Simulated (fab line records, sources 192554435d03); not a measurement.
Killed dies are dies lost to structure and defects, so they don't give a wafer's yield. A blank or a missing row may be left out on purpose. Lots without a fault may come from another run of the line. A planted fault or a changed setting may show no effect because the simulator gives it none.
fab line records | flow n5_finfet
record lots=24 wafers=72 last_day=17
route steps=1938 shown HKMG_FIN@386 GATE_CUT@467 MOL_CONTACT_COAG@527
lots that met no fault: from a run of the same line without faults
start_h: hours from the record's first day to the start of the lot's first wafer shown | wait_h: hours since the lot's step before | " the same as in the row above | L1.1+2: a row that stands for several wafers | - no value, or no start given | * or withheld: withheld | < > ~ a bound
route shown NAME@n: a module of which the file shows steps, and the number in the route of the first | usual: mean/standard deviation of fault-free wafers | same: alike in all rows | chamber/n: place in a boat | sites: the reading at each site | _std_site: their standard deviation | _edge_site: outer sites' mean less inner sites' | radius_mm: how far each site lies from the wafer's centre | mask NAME#n: copy n | behind: the tool/chamber that last shaped the wafer | hold: why the lot was held/for how many hours/how that ended | device: the transistor (n, p or np) that didn't switch | end of line: the same wafers' tests at the end of the route | a step without rows: its recipe alone | killed: dies lost to structure and defects at the first sort, not the wafer's yield | map: a wafer's dies, x killed, . not, _ none there
set.NAME: the setting as run; set.NAME@STEP: as run at that earlier step | model.NAME: the simulator's own value behind a step, which no gauge read
steps of the route over a sample of lots; a table a step, a row a wafer
services: from which hour (start_h, from the record's first day; less than 0 if before it) a tool's chamber was out of use, for how many hours, and why
## steps
# step N5_HKMG_FIN_HK_ALD_01
# recipe material=HfO2 target_thk_a=16 temp_c=withheld ald_precursor_family=HfCl4 ald_co_reactant=H2O pulse_time_s=3 purge_time_s=3 co_reactant_purge_time_s=2.5 co_reactant_pulse_time_s=0.3 ald_cycles=30
# usual precursor_pulse_height_rel=1.002/0.018
# columns lot.wafer tool chamber start_h wait_h precursor_pulse_height_rel
L074.1 ald_hk-01 0 70.83 0.0 0.970
L074.4 " 2 " " 1.007
L074.6 " 3 " " 1.029
L075.1 ald_hk-01 2 82.26 0.0 1.013
L075.2 " 1 " " 0.958
L075.4 " 3 " " 1.037
L076.1 ald_hk-02 2 85.17 0.0 0.997
L076.3 " 1 " " 1.000
L076.5 " 3 " " 0.993
L077.2 ald_hk-03 3 86.45 0.0 0.965
L077.3 " 0 " " 0.989
L077.4 " 2 " " 1.012
L078.1 ald_hk-02 2 95.60 0.0 0.981
L078.3 " 0 " " 0.977
L078.5 " 3 " " 0.991
L079.1 ald_hk-02 1 102.02 0.0 0.989
L079.2 " 2 " " 0.981
L079.4 " 0 " " 1.010
L080.2 ald_hk-02 2 108.77 0.0 0.986
L080.4 " 0 " " 1.005
L080.5 " 3 " " 0.991
L081.1 ald_hk-02 3 114.69 0.0 1.012
L081.5 " 1 " " 0.992
L081.6 " 0 " " 1.005
L082.1 ald_hk-02 0 119.52 0.0 1.005
L082.4 " 3 " " 0.982
L082.6 " 2 " " 1.027
L083.2 ald_hk-01 1 127.07 0.0 0.995
L083.4 " 3 " " 1.014
L083.6 " 1 " " 0.961
L084.1 ald_hk-02 1 137.31 0.0 1.005
L084.2 " 2 " " 1.024
L084.3 " 3 " " 1.024
L085.2 ald_hk-01 3 137.87 0.0 0.940
L085.3 " 0 " " 0.995
L085.6 " 2 " " 0.992
L086.3 ald_hk-03 2 142.32 0.0 1.021
L086.4 " 0 " " 1.021
L086.6 " 1 " " 0.969
L087.1 ald_hk-03 1 149.76 0.0 0.989
L087.2 " 3 " " 0.984
L087.5 " 3 " " 0.973
L088.3 ald_hk-03 1 154.47 0.0 1.041
L088.4 " 0 " " 0.991
L088.6 " 2 " " 0.981
L089.1 ald_hk-02 1 161.71 0.0 1.011
L089.3 " 2 " " 1.007
L089.4 " 3 " " 1.021
L090.2 ald_hk-02 0 165.80 0.0 1.007
L090.5 " 1 " " 1.015
L090.6 " 2 " " 1.028
L091.1 ald_hk-03 3 175.68 0.0 1.015
L091.4 " 2 " " 1.013
L091.5 " 1 " " 0.988
L092.1 ald_hk-02 1 177.43 0.0 0.990
L092.2 " 3 " " 1.005
L092.5 " 1 " " 1.009
L093.1 ald_hk-03 1 186.81 0.0 1.000
L093.3 " 0 " " 0.984
L093.4 " 3 " " 0.992
L094.2 ald_hk-03 2 195.11 0.0 0.984
L094.3 " 3 " " 0.986
L094.6 " 2 " " 0.996
L095.1 ald_hk-02 1 195.66 0.0 1.009
L095.2 " 3 " " 1.021
L095.3 " 2 " " 1.015
L096.1 ald_hk-02 1 202.10 0.0 0.984
L096.4 " 2 " " 1.052
L096.5 " 1 " " 0.984
L097.2 ald_hk-02 3 207.77 0.0 1.018
L097.4 " 1 " " 1.015
L097.5 " 1 " " 0.978
# step N5_HKMG_FIN_ETCH_86
# recipe chemistry=N2/H2 target=SOC target_depth_a=3932 stop_on=TiN ion_energy_ev=100 bias_w=61 pressure_mtorr=30 source_w=850 n2_flow_sccm=200 h2_flow_sccm=200
# usual drypump_motor_current_A=5.7/0.5 oes_product_au=0.81/0.093 rf_fwd_power_W=844.5/2.4 rf_vpp_V=240.7/1.5 showerhead_plenum_p_Torr=2.55/0.093 throttle_valve_pct=17.82/0.29
# columns lot.wafer tool chamber start_h wait_h drypump_motor_current_A oes_product_au rf_fwd_power_W rf_hours_counter_h rf_vpp_V showerhead_plenum_p_Torr throttle_valve_pct
L074.1 rie_diel-01 0 76.72 - 4.7 0.76 843.0 162 241.0 2.55 17.70
L074.4 " 1 " " 5.0 0.75 846.5 137 239.3 2.46 18.33
L074.6 " 1 " " 5.0 0.76 845.7 - 238.9 2.46 18.33
L075.1 rie_diel-01 3 88.46 - 5.4 0.96 840.6 6 240.5 2.47 17.56
L075.2 " 1 " " 5.0 0.76 844.4 143 240.3 2.46 18.34
L075.4 " 2 " " 6.2 0.69 847.3 229 242.2 2.61 18.00
L076.1 rie_diel-06 0 91.85 - 5.7 0.89 844.8 26 244.2 2.70 17.50
L076.3 " 1 " " 6.3 0.66 842.6 244 240.0 2.49 17.81
L076.5 " 0 " " 5.8 0.90 845.1 - 242.1 2.70 17.51
L077.2 rie_diel-06 3 93.24 - 5.6 0.82 846.3 58 241.5 2.48 17.85
L077.3 " 2 " " 5.6 0.73 843.9 178 242.9 2.64 18.32
L077.4 " 1 " " 6.3 0.66 843.2 245 239.7 2.49 17.83
L078.1 rie_diel-01 2 101.64 - 6.2 0.69 841.8 233 242.8 2.61 18.01
L078.3 " 0 " " 4.7 0.75 846.7 173 239.0 2.54 17.73
L078.5 " 3 " " 5.4 0.94 845.2 - 239.9 2.47 17.56
L079.1 rie_diel-06 2 107.95 - 5.6 0.72 844.3 183 242.9 2.64 18.32
L079.2 " 3 " " 5.6 0.83 843.2 63 239.2 2.48 17.87
L079.4 " 0 " " 5.7 0.88 843.2 30 242.4 2.70 17.52
L080.2 rie_diel-02 0 114.51 - 5.5 0.93 847.1 13 243.4 2.72 17.73
L080.4 " 1 " " 6.3 0.79 846.1 - 240.0 2.46 17.57
L080.5 " 3 " " 6.1 0.69 840.0 - 238.7 2.49 17.96
L081.1 rie_diel-01 0 120.71 - 4.7 0.74 843.8 180 240.2 2.54 17.73
L081.5 " 3 " " 5.4 0.92 842.4 - 241.2 2.47 17.57
L081.6 " 2 " " 6.2 0.69 845.3 - 241.2 2.60 18.03
L082.1 rie_diel-01 3 125.19 - 5.4 0.91 842.9 19 239.6 2.47 17.57
L082.4 " 0 " " 4.7 0.74 848.5 182 240.7 2.54 17.74
L082.6 " 2 " " 6.2 0.68 843.1 - 242.7 2.60 18.01
L083.2 rie_diel-02 0 133.03 - 5.6 0.91 848.2 20 241.8 2.71 17.75
L083.4 " 2 " " 5.8 0.94 845.0 3 240.9 2.62 17.72
L083.6 " 1 " " 6.4 0.78 847.4 - 238.5 2.45 17.58
L084.1 rie_diel-01 3 143.08 - 5.4 0.90 845.4 24 239.8 2.47 17.57
L084.2 " 2 " " 6.2 0.68 842.8 248 240.7 2.60 18.03
L084.3 " 0 " " 4.7 0.73 841.0 188 240.9 2.54 17.74
L085.2 rie_diel-02 3 143.66 - 6.2 0.67 841.3 248 242.0 2.48 17.97
L085.3 " 1 " " 6.3 0.78 842.1 137 239.3 2.45 17.59
L085.6 " 1 " " 6.3 0.78 847.2 - 239.5 2.45 17.60
L086.3 rie_diel-06 2 148.01 - 5.5 0.70 843.6 201 242.4 2.63 18.35
L086.4 " 1 " " 6.3 0.95 847.5 6 240.1 2.49 17.39
L086.6 " 0 " " 5.7 0.86 843.1 - 242.6 2.69 17.54
L087.1 rie_diel-06 0 155.72 - 5.7 0.85 848.0 50 241.5 2.69 17.55
L087.2 " 1 " " 6.3 0.94 843.0 9 239.6 2.49 17.40
L087.5 " 2 " " 5.6 0.70 841.9 - 240.9 2.63 18.35
L088.3 rie_diel-06 2 160.56 - 5.6 0.70 840.1 204 241.7 2.63 18.37
L088.4 " 0 " " 5.7 0.85 844.9 52 242.6 2.69 17.54
L088.6 " 3 " " 5.6 0.80 846.1 - 239.8 2.47 17.90
L089.1 rie_diel-02 0 167.45 - 5.6 0.89 844.3 33 242.7 2.71 17.76
L089.3 " 2 " " 5.8 0.89 841.0 17 240.9 2.62 17.74
L089.4 " 2 " " 5.8 0.90 845.7 - 241.5 2.62 17.72
L090.2 rie_diel-01 0 171.65 - 4.7 0.72 843.5 200 239.6 2.53 17.77
L090.5 " 1 " " 5.0 0.72 838.1 - 238.3 2.45 18.40
L090.6 " 2 " " 6.2 0.96 846.9 - 242.0 2.60 17.61
L091.1 rie_diel-02 0 181.47 - 5.5 0.89 841.0 38 244.3 2.70 17.78
L091.4 " 2 " " 5.8 0.87 841.7 22 241.0 2.61 17.74
L091.5 " 2 " " 5.8 0.89 845.6 - 241.3 2.62 17.75
L092.1 rie_diel-06 0 183.75 - 5.7 0.83 845.4 62 242.6 2.69 17.58
L092.2 " 2 " " 5.5 0.70 845.5 212 242.5 2.63 18.37
L092.5 " 0 " " 5.7 0.84 848.1 - 243.3 2.69 17.56
L093.1 rie_diel-02 0 192.53 - 5.5 0.88 847.2 42 242.3 2.70 17.79
L093.3 " 1 " " 6.4 0.77 843.5 154 238.8 2.45 17.62
L093.4 " 3 " " 6.1 0.95 842.7 8 238.6 2.48 17.59
L094.2 rie_diel-01 0 200.96 - 4.7 0.72 843.5 209 240.0 2.53 17.79
L094.3 " 1 " " 5.0 0.72 846.7 185 239.1 2.44 18.40
L094.6 " 2 " " 6.2 0.92 843.0 - 242.1 2.59 17.62
L095.1 rie_diel-02 1 202.23 - 6.3 0.76 850.0 157 238.9 2.44 17.64
L095.2 " 3 " " 6.1 0.93 841.2 12 239.3 2.48 17.62
L095.3 " 0 " " 5.5 0.87 844.8 46 242.3 2.70 17.79
L096.1 rie_diel-06 3 208.37 - 5.5 0.78 842.8 102 239.9 2.46 17.93
L096.4 " 2 " " 5.5 0.70 846.4 221 241.4 2.62 18.39
L096.5 " 3 " " 5.6 0.78 842.9 - 239.5 2.46 17.94
L097.2 rie_diel-01 0 213.60 - 4.7 0.71 846.7 215 240.2 2.53 17.80
L097.4 " 3 " " 5.4 0.88 844.7 45 239.1 2.46 17.61
L097.5 " 1 " " 5.0 0.71 840.7 - 239.9 2.44 18.41
# step N5_GATE_CUT_ETCHBACK_30
# recipe chemistry=Cl2/Ar target=TiN target_depth_a=30 mode=isotropic pressure_mtorr=10 icp_w=600 bias_w=60 Cl2_flow_sccm=40 Ar_flow_sccm=60
# usual drypump_motor_current_A=5.5/0.53 oes_product_au=0.83/0.098 rf_fwd_power_W=587.0/2.8 throttle_valve_pct=20.82/0.26
# columns lot.wafer tool chamber start_h wait_h drypump_motor_current_A oes_product_au rf_fwd_power_W rf_hours_counter_h throttle_valve_pct
L074.1 rie_metal-01 0 80.18 0.1 5.9 0.84 587.8 14 21.01
L074.4 " 0 " " 5.9 0.84 587.9 - 21.01
L074.6 " 1 " " 5.1 0.97 588.2 - 20.79
L075.1 rie_metal-01 0 92.10 0.1 5.9 0.83 584.6 15 21.04
L075.2 " 1 " " 5.1 0.95 585.1 3 20.78
L075.4 " 0 " " 5.9 0.83 587.2 - 21.05
L076.1 rie_metal-01 0 95.15 0.1 5.9 0.83 588.0 15 21.02
L076.3 " 0 " " 5.9 0.83 586.5 - 21.03
L076.5 " 1 " " 5.1 0.95 588.3 - 20.79
L077.2 rie_metal-01 0 96.82 0.1 5.9 0.83 586.2 15 21.04
L077.3 " 0 " " 5.9 0.83 584.5 - 21.03
L077.4 " 1 " " 5.1 0.95 585.5 - 20.80
L078.1 rie_metal-03 1 104.95 0.1 4.8 0.90 586.9 9 20.66
L078.3 " 0 " " 6.4 0.89 589.5 - 20.31
L078.5 " 1 " " 4.8 0.90 585.1 - 20.65
L079.1 rie_metal-01 0 111.34 0.1 5.9 0.82 585.9 16 21.04
L079.2 " 1 " " 5.1 0.93 584.6 5 20.80
L079.4 " 0 " " 5.9 0.82 588.2 - 21.05
L080.2 rie_metal-03 1 117.92 0.1 4.8 0.91 586.4 10 20.66
L080.4 " 0 " " 6.4 0.89 591.7 - 20.33
L080.5 " 1 " " 4.8 0.91 587.4 - 20.64
L081.1 rie_metal-01 0 124.38 0.1 5.9 0.82 590.6 18 21.03
L081.5 " 0 " " 5.9 0.82 590.1 - 21.03
L081.6 " 1 " " 5.1 0.92 585.5 - 20.77
L082.1 rie_metal-01 0 128.54 0.1 5.9 0.81 585.6 19 21.07
L082.4 " 1 " " 5.1 0.91 587.5 - 20.81
L082.6 " 1 " " 5.1 0.92 588.7 - 20.81
L083.2 rie_metal-03 0 136.33 0.1 6.4 0.89 590.4 8 20.33
L083.4 " 1 " " 4.8 0.89 582.6 - 20.64
L083.6 " 1 " " 4.8 0.88 584.5 - 20.65
L084.1 rie_metal-01 1 146.39 0.1 5.1 0.91 586.6 9 20.80
L084.2 " 0 " " 5.9 0.81 584.4 20 21.05
L084.3 " 0 " " 5.9 0.81 586.1 - 21.04
L085.2 rie_metal-03 0 147.15 0.1 6.4 0.88 591.8 9 20.34
L085.3 " 1 " " 4.9 0.89 587.8 - 20.64
L085.6 " 0 " " 6.4 0.89 592.5 - 20.33
L086.3 rie_metal-01 1 151.34 0.0 5.1 0.91 591.3 - 20.82
L086.4 " 0 " " 5.9 0.81 585.7 - 21.05
L086.6 " 0 " " 5.9 0.81 586.6 - 21.04
L087.1 rie_metal-01 1 159.02 0.1 5.1 0.90 588.0 10 20.80
L087.2 " 0 " " 5.9 0.80 584.3 21 21.06
L087.5 " 0 " " 5.9 0.81 581.7 - 21.07
L088.3 rie_metal-03 1 163.87 0.0 4.8 0.87 586.3 - 20.66
L088.4 " 0 " " 6.3 0.86 590.7 - 20.36
L088.6 " 1 " " 4.8 0.88 582.6 - 20.66
L089.1 rie_metal-02 0 170.91 0.1 5.4 0.65 587.0 99 21.20
L089.3 " 0 " " 5.4 0.65 586.5 - 21.20
L089.4 " 1 " " 5.6 0.63 586.3 - 20.94
L090.2 rie_metal-02 0 174.95 0.1 5.3 0.65 588.4 99 21.20
L090.5 " 0 " " 5.4 0.65 589.1 - 21.21
L090.6 " 1 " " 5.6 0.63 584.3 - 20.94
L091.1 rie_metal-01 0 185.01 0.1 5.9 0.79 588.2 24 21.07
L091.4 " 0 " " 5.9 0.79 584.7 - 21.08
L091.5 " 0 " " 5.9 0.80 585.5 - 21.07
L092.1 rie_metal-02 0 187.12 0.1 5.4 0.65 583.0 100 21.22
L092.2 " 1 " " 5.6 0.62 586.8 112 20.94
L092.5 " 0 " " 5.4 0.65 584.1 - 21.22
L093.1 rie_metal-03 1 195.91 0.1 4.8 0.87 588.4 17 20.65
L093.3 " 0 " " 6.3 0.86 591.9 - 20.37
L093.4 " 1 " " 4.8 0.88 587.8 - 20.67
L094.2 rie_metal-01 0 204.34 0.1 5.9 0.79 585.5 26 21.07
L094.3 " 1 " " 5.1 0.88 587.8 - 20.81
L094.6 " 1 " " 5.1 0.89 590.1 - 20.81
L095.1 rie_metal-03 1 205.75 0.1 4.8 0.87 582.4 19 20.67
L095.2 " 1 " " 4.8 0.87 581.8 - 20.66
L095.3 " 1 " " 4.8 0.86 583.1 - 20.66
L096.1 rie_metal-03 1 211.67 0.1 4.8 0.87 586.1 19 20.65
L096.4 " 0 " " 6.4 0.85 591.9 - 20.35
L096.5 " 0 " " 6.4 0.86 593.7 - 20.35
L097.2 rie_metal-02 1 217.06 0.1 5.6 0.62 584.1 115 20.97
L097.4 " 0 " " 5.4 0.64 585.2 - 21.21
L097.5 " 1 " " 5.6 0.62 583.4 - 20.96
# step N5_MOL_CONTACT_COAG_OVL_MEAS_09
# recipe points_per_wafer=522
# usual CA_OVL=0.2/0.73
# columns lot.wafer tool chamber start_h wait_h CA_OVL[nm]
L074.1 overlay-01 0 88.65 0.0 1.1
L074.4 " 0 " " -0.5
L074.6 " 0 " " 0.5
L075.1 overlay-02 0 99.68 0.0 0.5
L075.2 " 0 " " -0.8
L075.4 " 0 " " 0.4
L076.1 overlay-02 0 102.88 0.0 0.2
L076.3 " 0 " " 0.5
L076.5 " 0 " " 0.4
L077.2 overlay-02 0 105.29 0.0 1.4
L077.3 " 0 " " 1.4
L077.4 " 0 " " 1.8
L078.1 overlay-02 0 112.43 0.0 -0.4
L078.3 " 0 " " 0.1
L078.5 " 0 " " -0.8
L079.1 overlay-01 0 118.85 0.0 -0.2
L079.2 " 0 " " 0.8
L079.4 " 0 " " -0.2
L080.2 overlay-02 0 125.50 0.0 0.3
L080.4 " 0 " " -0.3
L080.5 " 0 " " 0.0
L081.1 overlay-02 0 131.57 0.0 1.0
L081.5 " 0 " " 0.0
L081.6 " 0 " " 0.6
L082.1 overlay-02 0 135.97 0.0 0.2
L082.4 " 0 " " 0.9
L082.6 " 0 " " -0.7
L083.2 overlay-02 0 143.49 0.0 0.5
L083.4 " 0 " " 0.9
L083.6 " 0 " " 0.1
L084.1 overlay-02 0 153.71 0.0 0.8
L084.2 " 0 " " 0.3
L084.3 " 0 " " 1.0
L085.2 overlay-02 0 155.18 0.0 0.6
L085.3 " 0 " " -1.3
L085.6 " 0 " " 0.0
L086.3 overlay-02 0 160.23 0.0 0.6
L086.4 " 0 " " -0.3
L086.6 " 0 " " 1.0
L087.1 overlay-01 0 166.23 0.0 -1.0
L087.2 " 0 " " -0.4
L087.5 " 0 " " -0.4
L088.3 overlay-01 0 171.15 0.0 -0.3
L088.4 " 0 " " 0.4
L088.6 " 0 " " 0.3
L089.1 overlay-02 0 178.35 0.0 -0.8
L089.3 " 0 " " -0.8
L089.4 " 0 " " 0.2
L090.2 overlay-01 0 182.37 0.0 0.1
L090.5 " 0 " " -1.3
L090.6 " 0 " " 0.4
L091.1 overlay-02 0 193.37 0.0 1.0
L091.4 " 0 " " -0.1
L091.5 " 0 " " 1.2
L092.1 overlay-01 0 194.95 0.0 0.5
L092.2 " 0 " " 0.5
L092.5 " 0 " " -0.3
L093.1 overlay-02 0 203.29 0.0 0.8
L093.3 " 0 " " 2.1
L093.4 " 0 " " 0.9
L094.2 overlay-02 0 211.85 0.0 0.6
L094.3 " 0 " " 0.2
L094.6 " 0 " " 0.4
L095.1 overlay-01 0 213.67 0.0 0.8
L095.2 " 0 " " -0.3
L095.3 " 0 " " 1.1
L096.1 overlay-02 0 219.21 0.0 0.2
L096.4 " 0 " " 0.4
L096.5 " 0 " " 0.0
L097.2 overlay-01 0 224.72 0.0 1.8
L097.4 " 0 " " 1.4
L097.5 " 0 " " 0.8
# step N5_MOL_CONTACT_COAG_INSPECT_10
# recipe mode=adi inspect_instrument=brightfield
# usual raw_defect_count=71/27
# columns lot.wafer tool chamber start_h wait_h raw_defect_count
L074.1 defect_inspect-01 - 88.71 0.1 97
L074.4 " - " " 116
L074.6 " - " " 47
L075.1 defect_inspect-02 - 99.75 0.1 42
L075.2 " - " " 73
L075.4 " - " " 30
L076.1 defect_inspect-02 - 102.93 0.1 81
L076.3 " - " " 55
L076.5 " - " " 59
L077.2 defect_inspect-02 - 105.34 0.0 77
L077.3 " - " " 51
L077.4 " - " " 86
L078.1 defect_inspect-01 - 112.49 0.1 34
L078.3 " - " " 43
L078.5 " - " " 88
L079.1 defect_inspect-02 - 118.91 0.1 71
L079.2 " - " " 60
L079.4 " - " " 76
L080.2 defect_inspect-02 - 125.56 0.0 92
L080.4 " - " " 91
L080.5 " - " " 116
L081.1 defect_inspect-01 - 131.63 0.1 44
L081.5 " - " " 105
L081.6 " - " " 56
L082.1 defect_inspect-02 - 136.03 0.1 71
L082.4 " - " " 125
L082.6 " - " " 48
L083.2 defect_inspect-01 - 143.54 0.0 59
L083.4 " - " " 36
L083.6 " - " " 51
L084.1 defect_inspect-01 - 153.77 0.1 196
L084.2 " - " " 81
L084.3 " - " " 44
L085.2 defect_inspect-02 - 155.23 0.0 52
L085.3 " - " " 67
L085.6 " - " " 56
L086.3 defect_inspect-02 - 160.28 0.0 82
L086.4 " - " " 70
L086.6 " - " " 77
L087.1 defect_inspect-02 - 166.28 0.1 71
L087.2 " - " " 71
L087.5 " - " " 111
L088.3 defect_inspect-02 - 171.20 0.0 58
L088.4 " - " " 61
L088.6 " - " " 36
L089.1 defect_inspect-01 - 178.40 0.1 66
L089.3 " - " " 61
L089.4 " - " " 42
L090.2 defect_inspect-01 - 182.43 0.0 108
L090.5 " - " " 91
L090.6 " - " " 100
L091.1 defect_inspect-02 - 193.43 0.1 61
L091.4 " - " " 33
L091.5 " - " " 63
L092.1 defect_inspect-01 - 195.01 0.1 70
L092.2 " - " " 79
L092.5 " - " " 49
L093.1 defect_inspect-02 - 203.35 0.1 107
L093.3 " - " " 116
L093.4 " - " " 130
L094.2 defect_inspect-02 - 211.90 0.0 53
L094.3 " - " " 41
L094.6 " - " " 96
L095.1 defect_inspect-02 - 213.73 0.1 70
L095.2 " - " " 50
L095.3 " - " " 110
L096.1 defect_inspect-01 - 219.26 0.1 63
L096.4 " - " " 55
L096.5 " - " " 56
L097.2 defect_inspect-01 - 224.77 0.0 64
L097.4 " - " " 70
L097.5 " - " " 32
# step N5_MOL_CONTACT_COAG_ETCH_105
# recipe chemistry=CF4 target=SiARC target_depth_a=156 mask_material=CAR-EUV time_s=26 ion_energy_ev=80 pressure_mtorr=40 source_w=545 bias_w=36 Ar_flow_sccm=100 cf4_flow_sccm=100 ends=cleared
# usual drypump_motor_current_A=5.6/0.54 etch_rf_on_time_s=25.8/0.63 oes_product_au=0.71/0.087 rf_fwd_power_W=531.8/1.7 rf_vpp_V=184.1/1.1 showerhead_plenum_p_Torr=2.14/0.078 throttle_valve_pct=15.59/0.23
# columns lot.wafer tool chamber start_h wait_h drypump_motor_current_A etch_rf_on_time_s oes_product_au rf_fwd_power_W rf_hours_counter_h rf_vpp_V showerhead_plenum_p_Torr throttle_valve_pct
L074.1 rie_diel-02 2 89.14 0.0 5.7 25.7 0.59 529.5 246 184.3 2.21 15.88
L074.4 " 0 " " 5.5 25.1 0.84 528.8 2 186.6 2.29 15.41
L074.6 " 1 " " 6.4 25.7 0.70 529.7 - 182.1 2.09 15.45
L075.1 rie_diel-02 1 99.90 0.0 6.3 25.9 0.69 531.6 120 182.0 2.08 15.43
L075.2 " 3 " " 6.1 25.9 0.60 535.0 230 184.9 2.12 15.93
L075.4 " 2 " " 5.8 25.6 0.58 530.8 249 185.1 2.20 15.89
L076.1 rie_diel-02 3 103.02 0.0 6.1 25.9 0.60 530.1 232 183.4 2.12 15.95
L076.3 " 0 " " 5.5 25.1 0.83 531.9 7 184.0 2.29 15.43
L076.5 " 1 " " 6.4 25.6 0.69 532.5 - 183.6 2.08 15.47
L077.2 rie_diel-02 0 105.43 0.0 5.5 25.3 0.82 529.1 8 186.3 2.29 15.43
L077.3 " 1 " " 6.3 25.8 0.69 530.9 122 183.7 2.08 15.43
L077.4 " 3 " " 6.1 26.1 0.59 531.2 - 183.2 2.12 15.96
L078.1 rie_diel-02 1 112.58 0.0 6.3 25.6 0.70 529.2 125 183.3 2.08 15.44
L078.3 " 0 " " 5.5 25.0 0.83 530.1 12 185.8 2.29 15.42
L078.5 " 0 " " 5.5 25.1 0.82 529.9 - 185.8 2.29 15.45
L079.1 rie_diel-02 0 119.00 0.0 5.5 25.8 0.80 531.5 14 185.0 2.29 15.44
L079.2 " 3 " " 6.1 26.2 0.59 532.4 238 183.5 2.11 15.96
L079.4 " 3 " " 6.1 26.1 0.58 533.2 - 183.7 2.11 15.94
L080.2 rie_diel-02 0 125.68 0.0 5.5 25.5 0.80 533.6 18 185.9 2.29 15.44
L080.4 " 3 " " 6.1 26.2 0.58 529.5 242 183.9 2.11 15.96
L080.5 " 3 " " 6.1 26.2 0.59 532.1 - 183.1 2.11 15.96
L081.1 rie_diel-06 3 131.72 0.0 5.6 25.0 0.71 532.3 74 184.0 2.07 15.58
L081.5 " 0 " " 5.7 24.9 0.76 533.4 - 184.4 2.27 15.36
L081.6 " 1 " " 6.3 25.0 0.88 530.6 - 183.7 2.11 15.30
L082.1 rie_diel-06 2 136.12 0.0 5.5 25.3 0.62 529.9 196 184.8 2.20 15.98
L082.4 " 0 " " 5.7 24.8 0.76 530.1 43 185.6 2.27 15.36
L082.6 " 3 " " 5.6 24.4 0.72 534.5 - 183.2 2.07 15.62
L083.2 rie_diel-02 1 143.85 0.0 6.3 26.1 0.67 531.9 137 182.6 2.08 15.48
L083.4 " 2 " " 5.7 25.8 0.80 531.3 8 185.6 2.20 15.44
L083.6 " 1 " " 6.3 26.2 0.67 532.3 - 183.3 2.08 15.47
L084.1 rie_diel-01 0 153.86 0.0 4.7 26.4 0.62 532.6 193 184.3 2.12 15.55
L084.2 " 3 " " 5.4 25.8 0.77 533.5 29 183.4 2.10 15.38
L084.3 " 1 " " 5.0 25.8 0.64 532.1 168 182.7 2.05 15.98
L085.2 rie_diel-01 3 155.32 0.0 5.4 25.9 0.78 535.8 30 183.6 2.10 15.37
L085.3 " 1 " " 5.0 25.9 0.63 534.8 168 182.1 2.05 15.98
L085.6 " 3 " " 5.4 25.9 0.77 535.6 - 183.8 2.10 15.38
L086.3 rie_diel-01 1 160.40 0.0 5.0 26.4 0.62 530.6 - 183.6 2.05 15.98
L086.4 " 0 " " 4.7 26.2 0.62 532.2 - 183.2 2.12 15.55
L086.6 " 0 " " 4.7 26.7 0.62 530.1 - 183.7 2.12 15.55
L087.1 rie_diel-06 0 166.37 0.0 5.7 24.4 0.75 532.9 54 184.5 2.26 15.39
L087.2 " 1 " " 6.3 24.4 0.83 530.4 13 183.4 2.10 15.33
L087.5 " 0 " " 5.7 24.6 0.75 533.9 - 186.2 2.26 15.38
L088.3 rie_diel-01 2 171.29 0.0 6.2 26.1 0.82 532.1 4 185.5 2.20 15.41
L088.4 " 2 " " 6.2 25.9 0.82 534.1 - 183.8 2.20 15.43
L088.6 " 0 " " 4.7 26.4 0.62 531.0 - 185.3 2.11 15.56
L089.1 rie_diel-01 1 178.49 0.0 5.0 26.6 0.62 531.5 178 182.4 2.05 15.98
L089.3 " 0 " " 4.7 26.5 0.62 530.3 203 183.0 2.11 15.56
L089.4 " 2 " " 6.2 26.3 0.81 536.1 7 184.6 2.20 15.42
L090.2 rie_diel-01 3 182.66 0.0 5.4 26.6 0.75 534.8 35 182.9 2.10 15.38
L090.5 " 2 " " 6.2 26.0 0.81 529.6 - 183.3 2.20 15.43
L090.6 " 1 " " 5.0 26.4 0.62 530.7 - 181.9 2.05 15.99
L091.1 rie_diel-06 2 193.52 0.0 5.6 25.3 0.60 530.4 215 185.8 2.19 16.02
L091.4 " 0 " " 5.7 24.9 0.73 531.3 65 184.5 2.26 15.39
L091.5 " 1 " " 6.3 24.5 0.80 533.6 - 182.2 2.10 15.36
L092.1 rie_diel-01 0 195.10 0.0 4.7 26.5 0.62 531.5 208 183.4 2.11 15.57
L092.2 " 1 " " 5.0 26.3 0.61 531.9 183 182.2 2.04 15.99
L092.5 " 0 " " 4.7 26.8 0.61 532.2 - 183.2 2.11 15.55
L093.1 rie_diel-02 1 203.44 0.0 6.3 26.3 0.65 530.9 158 183.5 2.07 15.52
L093.3 " 0 " " 5.5 25.5 0.75 534.9 47 186.0 2.28 15.49
L093.4 " 3 " " 6.1 25.5 0.81 534.5 12 184.0 2.11 15.54
L094.2 rie_diel-01 0 211.99 0.0 4.7 26.5 0.60 531.4 214 184.5 2.11 15.58
L094.3 " 3 " " 5.4 26.6 0.74 536.6 44 183.9 2.10 15.39
L094.6 " 0 " " 4.7 26.5 0.61 531.0 - 182.4 2.11 15.57
L095.1 rie_diel-01 2 213.92 0.0 6.2 26.1 0.78 532.4 18 183.7 2.19 15.45
L095.2 " 3 " " 5.4 26.4 0.74 530.6 45 182.9 2.10 15.40
L095.3 " 1 " " 5.0 26.4 0.61 530.8 190 183.5 2.04 16.02
L096.1 rie_diel-01 3 219.35 0.0 5.4 26.1 0.74 531.9 47 184.6 2.09 15.40
L096.4 " 0 " " 4.7 26.3 0.61 533.2 216 184.8 2.11 15.60
L096.5 " 3 " " 5.4 26.3 0.75 534.3 - 182.7 2.09 15.41
L097.2 rie_diel-02 1 224.86 0.0 6.3 25.8 0.65 533.3 165 183.1 2.07 15.53
L097.4 " 0 " " 5.5 24.8 0.75 533.8 55 185.3 2.27 15.53
L097.5 " 2 " " 5.7 25.1 0.75 533.1 - 184.3 2.19 15.48
## services
# columns tool chamber start_h hours kind
rie_diel-01 3 59.97 1.7 repair
rie_diel-01 3 61.78 - clean
rie_diel-01 3 61.78 - consumable_replace:focus_ring
rie_diel-01 3 61.78 14.4 scheduled_down
rie_diel-01 3 61.78 14.4 vent_cycle
rie_metal-02 - 62.89 14.6 pm
rie_diel-02 - 72.54 11.6 repair
rie_metal-03 - 74.93 1.3 repair
ald_hk-02 - 78.23 0.5 repair
rie_diel-02 2 96.77 1.5 repair
rie_metal-03 - 96.91 2.8 pm
rie_metal-03 - 123.91 0.3 repair
rie_diel-01 3 130.35 4.5 repair
rie_diel-01 2 147.45 - clean
rie_diel-01 2 147.45 - consumable_replace:focus_ring
rie_diel-01 2 147.45 14.8 scheduled_down
rie_diel-01 2 147.45 14.8 vent_cycle
rie_diel-01 - 148.96 0.1 repair
rie_diel-02 1 158.46 5.5 repair
rie_metal-02 - 166.55 2.8 pm
rie_metal-01 1 176.03 10.8 repair
rie_metal-03 0 196.89 10.6 repair
rie_diel-06 - 215.62 15.6 pm
rie_metal-02 0 221.71 10.9 repair
## key
fault none
